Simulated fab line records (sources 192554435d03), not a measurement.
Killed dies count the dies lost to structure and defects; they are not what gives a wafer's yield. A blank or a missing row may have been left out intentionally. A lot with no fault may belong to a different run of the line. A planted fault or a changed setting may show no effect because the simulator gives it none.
Which tool is to blame? || flow n5_finfet || 29 wafers from 10 lots sampled at 3 of the route's 1938 steps

== WHAT THE GAUGES READ, wafer by wafer ==
N5_BEOL_M5_CD_MEAS_18: pitch 56 nm, target cd 28 nm. Usual: 28.07 nm for cd_nm, sd 0.28.
{"lot": "L476", "measured": "day 8 03:59", "on": "cd_sem-02", "cd_nm (nm)": "28.20 28.43 28.27", "flag": ""}
{"lot": "L477", "measured": "day 8 11:31", "on": "cd_sem-01", "cd_nm (nm)": "28.30 28.15 28.47", "flag": ""}
{"lot": "L479", "measured": "day 8 23:17", "on": "cd_sem-03", "cd_nm (nm)": "27.71 28.15 27.79", "flag": ""}
{"lot": "L480", "measured": "day 8 23:40", "on": "cd_sem-03", "cd_nm (nm)": "28.03 28.73 28.17", "flag": ""}
{"lot": "L482", "measured": "day 9 18:58", "on": "cd_sem-03", "cd_nm (nm)": "28.00 27.78 28.12", "flag": ""}
{"lot": "L483", "measured": "day 9 19:06", "on": "cd_sem-03", "cd_nm (nm)": "27.67 28.11 28.24", "flag": ""}
{"lot": "L491", "measured": "day 11 17:20", "on": "cd_sem-03", "cd_nm (nm)": "27.58 28.36 28.05", "flag": ""}
{"lot": "L493", "measured": "day 12 08:32", "on": "cd_sem-02", "cd_nm (nm)": "28.49 28.57 28.25", "flag": ""}
{"lot": "L494", "measured": "day 12 17:27", "on": "cd_sem-03", "cd_nm (nm)": "28.60 28.53 27.95", "flag": ""}
{"lot": "L496", "measured": "day 13 00:07", "on": "cd_sem-03", "cd_nm (nm)": "28.07 27.90", "flag": ""}

== TOOL THAT RAN EACH LOT (tool first, then ch and the chambers of the sampled wafers, then the start) ==
{"lot": "L476", "N5_BEOL_M5_DESCUM_16": "rie_diel-05 ch 0,2,3, day 8 03:26", "N5_BEOL_M5_ETCH_62": "rie_diel-05 ch 0,2,3, day 8 03:31"}
{"lot": "L477", "N5_BEOL_M5_DESCUM_16": "rie_diel-02 ch 1,2,3, day 8 11:05", "N5_BEOL_M5_ETCH_62": "rie_diel-02 ch 1,2,3, day 8 11:10"}
{"lot": "L479", "N5_BEOL_M5_DESCUM_16": "rie_diel-02 ch 0,3, day 8 22:49", "N5_BEOL_M5_ETCH_62": "rie_diel-02 ch 0,3, day 8 22:54"}
{"lot": "L480", "N5_BEOL_M5_DESCUM_16": "rie_diel-05 ch 1,2,3, day 8 23:13", "N5_BEOL_M5_ETCH_62": "rie_diel-05 ch 1,2,3, day 8 23:18"}
{"lot": "L482", "N5_BEOL_M5_DESCUM_16": "rie_diel-02 ch 1,2,3, day 9 18:24", "N5_BEOL_M5_ETCH_62": "rie_diel-02 ch 1,2,3, day 9 18:29"}
{"lot": "L483", "N5_BEOL_M5_DESCUM_16": "rie_diel-02 ch 0,1,2, day 9 18:40", "N5_BEOL_M5_ETCH_62": "rie_diel-02 ch 0,1,2, day 9 18:45"}
{"lot": "L491", "N5_BEOL_M5_DESCUM_16": "rie_diel-03 ch 0,2,3, day 11 16:54", "N5_BEOL_M5_ETCH_62": "rie_diel-03 ch 0,2,3, day 11 16:59"}
{"lot": "L493", "N5_BEOL_M5_DESCUM_16": "rie_diel-02 ch 0,3, day 12 08:02", "N5_BEOL_M5_ETCH_62": "rie_diel-02 ch 0,3, day 12 08:07"}
{"lot": "L494", "N5_BEOL_M5_DESCUM_16": "rie_diel-03 ch 0,1,2, day 12 17:01", "N5_BEOL_M5_ETCH_62": "rie_diel-03 ch 0,1,2, day 12 17:05"}
{"lot": "L496", "N5_BEOL_M5_DESCUM_16": "rie_diel-03 ch 0, day 12 23:41", "N5_BEOL_M5_ETCH_62": "rie_diel-03 ch 0, day 12 23:46"}
- N5_BEOL_M5_DESCUM_16: chemistry O2, time 7 s.
- N5_BEOL_M5_ETCH_62: etches SOC in N2/H2, target depth 75 nm, overetch 15 nm, time 112.5 s.

== WHAT THE TOOLS THEMSELVES READ (means of the sampled wafers that have a number; where no wafer has one, the mark that the record gives instead) ==
N5_BEOL_M5_DESCUM_16. Usual: drypump_motor_current_A 5.5 A, standard deviation 0.41; oes_product_au 0.78 a.u., standard deviation 0.079; rf_vpp_V 243.6 V, standard deviation 1.2; showerhead_plenum_p_Torr 2.11 Torr, standard deviation 0.061; throttle_valve_pct 20.40 %, standard deviation 0.24.
{"lot": "L476", "tool": "rie_diel-05", "drypump_motor_current_A (A)": 6.1, "oes_product_au (a.u.)": 0.71, "rf_vpp_V (V)": 241.8, "showerhead_plenum_p_Torr (Torr)": 2.02, "throttle_valve_pct (%)": 20.71, "flag": ""}
{"lot": "L477", "tool": "rie_diel-02", "drypump_motor_current_A (A)": 5.4, "oes_product_au (a.u.)": 0.80, "rf_vpp_V (V)": 244.5, "showerhead_plenum_p_Torr (Torr)": 2.14, "throttle_valve_pct (%)": 20.44, "flag": ""}
{"lot": "L479", "tool": "rie_diel-02", "drypump_motor_current_A (A)": 5.8, "oes_product_au (a.u.)": 0.79, "rf_vpp_V (V)": 244.8, "showerhead_plenum_p_Torr (Torr)": 2.19, "throttle_valve_pct (%)": 20.28, "flag": ""}
{"lot": "L480", "tool": "rie_diel-05", "drypump_motor_current_A (A)": 5.7, "oes_product_au (a.u.)": 0.72, "rf_vpp_V (V)": 243.9, "showerhead_plenum_p_Torr (Torr)": 2.05, "throttle_valve_pct (%)": 20.54, "flag": ""}
{"lot": "L482", "tool": "rie_diel-02", "drypump_motor_current_A (A)": 5.5, "oes_product_au (a.u.)": 0.80, "rf_vpp_V (V)": 243.8, "showerhead_plenum_p_Torr (Torr)": 2.13, "throttle_valve_pct (%)": 20.45, "flag": ""}
{"lot": "L483", "tool": "rie_diel-02", "drypump_motor_current_A (A)": 5.5, "oes_product_au (a.u.)": 0.84, "rf_vpp_V (V)": 244.5, "showerhead_plenum_p_Torr (Torr)": 2.15, "throttle_valve_pct (%)": 20.25, "flag": ""}
{"lot": "L491", "tool": "rie_diel-03", "drypump_motor_current_A (A)": 5.2, "oes_product_au (a.u.)": 0.79, "rf_vpp_V (V)": 243.8, "showerhead_plenum_p_Torr (Torr)": 2.10, "throttle_valve_pct (%)": 20.39, "flag": ""}
{"lot": "L493", "tool": "rie_diel-02", "drypump_motor_current_A (A)": 5.8, "oes_product_au (a.u.)": 0.83, "rf_vpp_V (V)": 245.5, "showerhead_plenum_p_Torr (Torr)": 2.20, "throttle_valve_pct (%)": 20.11, "flag": ""}
{"lot": "L494", "tool": "rie_diel-03", "drypump_motor_current_A (A)": 5.3, "oes_product_au (a.u.)": 0.82, "rf_vpp_V (V)": 244.2, "showerhead_plenum_p_Torr (Torr)": 2.11, "throttle_valve_pct (%)": 20.36, "flag": ""}
{"lot": "L496", "tool": "rie_diel-03", "drypump_motor_current_A (A)": 5.5, "oes_product_au (a.u.)": 0.77, "rf_vpp_V (V)": 243.3, "showerhead_plenum_p_Torr (Torr)": 2.11, "throttle_valve_pct (%)": 20.44, "flag": ""}

N5_BEOL_M5_ETCH_62. Usual: drypump_motor_current_A 5.5 A, standard deviation 0.41; oes_product_au 0.61 a.u., standard deviation 0.057; rf_vpp_V 524.6 V, standard deviation 2.3; showerhead_plenum_p_Torr 2.56 Torr, standard deviation 0.073; throttle_valve_pct 17.75 %, standard deviation 0.27.
{"lot": "L476", "tool": "rie_diel-05", "drypump_motor_current_A (A)": 6.1, "oes_product_au (a.u.)": 0.56, "rf_vpp_V (V)": 521.5, "showerhead_plenum_p_Torr (Torr)": 2.45, "throttle_valve_pct (%)": 18.08, "flag": ""}
{"lot": "L477", "tool": "rie_diel-02", "drypump_motor_current_A (A)": 5.5, "oes_product_au (a.u.)": 0.63, "rf_vpp_V (V)": 525.6, "showerhead_plenum_p_Torr (Torr)": 2.59, "throttle_valve_pct (%)": 17.75, "flag": ""}
{"lot": "L479", "tool": "rie_diel-02", "drypump_motor_current_A (A)": 5.8, "oes_product_au (a.u.)": 0.63, "rf_vpp_V (V)": 527.3, "showerhead_plenum_p_Torr (Torr)": 2.65, "throttle_valve_pct (%)": 17.53, "flag": ""}
{"lot": "L480", "tool": "rie_diel-05", "drypump_motor_current_A (A)": 5.6, "oes_product_au (a.u.)": 0.57, "rf_vpp_V (V)": 522.7, "showerhead_plenum_p_Torr (Torr)": 2.49, "throttle_valve_pct (%)": 17.94, "flag": ""}
{"lot": "L482", "tool": "rie_diel-02", "drypump_motor_current_A (A)": 5.5, "oes_product_au (a.u.)": 0.62, "rf_vpp_V (V)": 525.1, "showerhead_plenum_p_Torr (Torr)": 2.58, "throttle_valve_pct (%)": 17.76, "flag": ""}
{"lot": "L483", "tool": "rie_diel-02", "drypump_motor_current_A (A)": 5.5, "oes_product_au (a.u.)": 0.66, "rf_vpp_V (V)": 525.9, "showerhead_plenum_p_Torr (Torr)": 2.60, "throttle_valve_pct (%)": 17.57, "flag": ""}
{"lot": "L491", "tool": "rie_diel-03", "drypump_motor_current_A (A)": 5.2, "oes_product_au (a.u.)": 0.63, "rf_vpp_V (V)": 524.6, "showerhead_plenum_p_Torr (Torr)": 2.56, "throttle_valve_pct (%)": 17.78, "flag": ""}
{"lot": "L493", "tool": "rie_diel-02", "drypump_motor_current_A (A)": 5.9, "oes_product_au (a.u.)": 0.65, "rf_vpp_V (V)": 527.0, "showerhead_plenum_p_Torr (Torr)": 2.66, "throttle_valve_pct (%)": 17.37, "flag": ""}
{"lot": "L494", "tool": "rie_diel-03", "drypump_motor_current_A (A)": 5.2, "oes_product_au (a.u.)": 0.64, "rf_vpp_V (V)": 523.7, "showerhead_plenum_p_Torr (Torr)": 2.56, "throttle_valve_pct (%)": 17.72, "flag": ""}
{"lot": "L496", "tool": "rie_diel-03", "drypump_motor_current_A (A)": 5.5, "oes_product_au (a.u.)": 0.62, "rf_vpp_V (V)": 523.2, "showerhead_plenum_p_Torr (Torr)": 2.55, "throttle_valve_pct (%)": 17.83, "flag": ""}

== THE ANSWER, worked out from the rows above alone ==
Rule: lot off if the mean of its wafers having a number is beyond 3 standard deviations from the usual mean. Also off: a lot with no number at a reading for which 4 or more lots have one. The other lots that the step has rows for count as sound. Order of review: gauges by route order, followed by the tools' own readings, for which a lot's mean as printed above is used. At the first step where some lot is off, the reading lying furthest off is the one used; lots without a number count as furthest.
No lot is off at any reading shown: from this, nothing can be told.

== WHAT THE SIMULATOR HAD PUT IN ==
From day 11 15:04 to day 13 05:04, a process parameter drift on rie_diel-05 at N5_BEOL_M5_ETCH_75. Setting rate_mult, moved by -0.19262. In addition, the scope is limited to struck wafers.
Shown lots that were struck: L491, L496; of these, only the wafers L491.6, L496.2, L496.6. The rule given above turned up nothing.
